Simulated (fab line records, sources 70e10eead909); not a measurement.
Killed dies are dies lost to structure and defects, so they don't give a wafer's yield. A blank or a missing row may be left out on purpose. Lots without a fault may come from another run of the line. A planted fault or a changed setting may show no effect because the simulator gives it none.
Which tool did it? | flow nand_harc | 6 lots, 18 wafers sampled, at 1 step of a route of 1159

WHAT THE GAUGES READ, wafer by wafer
NHARC_P_STI_CD_MEAS_09: target cd 200 nm.
lot  | measured    | on        | cd_nm (nm)
L254 | day 2 18:35 | cd_sem-03 | 200.3 197.2 197.7
L265 | day 5 12:32 | cd_sem-02 | 199.6 201.3 199.2
L268 | day 6 11:46 | cd_sem-03 | 199.9 199.4 199.3
L271 | day 6 22:36 | cd_sem-02 | 200.9 197.8 200.6
L273 | day 7 11:31 | cd_sem-01 | 199.9 202.4 200.1
L275 | day 7 19:36 | cd_sem-03 | 200.2 199.2 201.3

WHICH TOOL RAN EACH LOT (tool, then ch and the chambers of the sampled wafers, then the start)
The record holds no process step before these readings.

THE ANSWER, worked out from the rows above alone
Rule: what is usual is taken from the lots themselves. Put in order of their means at a reading, lots are off if they are a third of the lots or fewer, leave a main group of 4 or more, and stand apart from it by a gap of 3 or more times the standard deviation of the main group's means; of several such gaps the widest counts. A main group whose means are all the same, to the digits that the tables above print for the reading, isn't used. A lot without any number at a reading at which 4 lots or more have one is off too. The other lots that the step has rows for count as sound.
No lot is off at any reading shown: from this, nothing can be told.

WHAT THE SIMULATOR HAD PUT IN
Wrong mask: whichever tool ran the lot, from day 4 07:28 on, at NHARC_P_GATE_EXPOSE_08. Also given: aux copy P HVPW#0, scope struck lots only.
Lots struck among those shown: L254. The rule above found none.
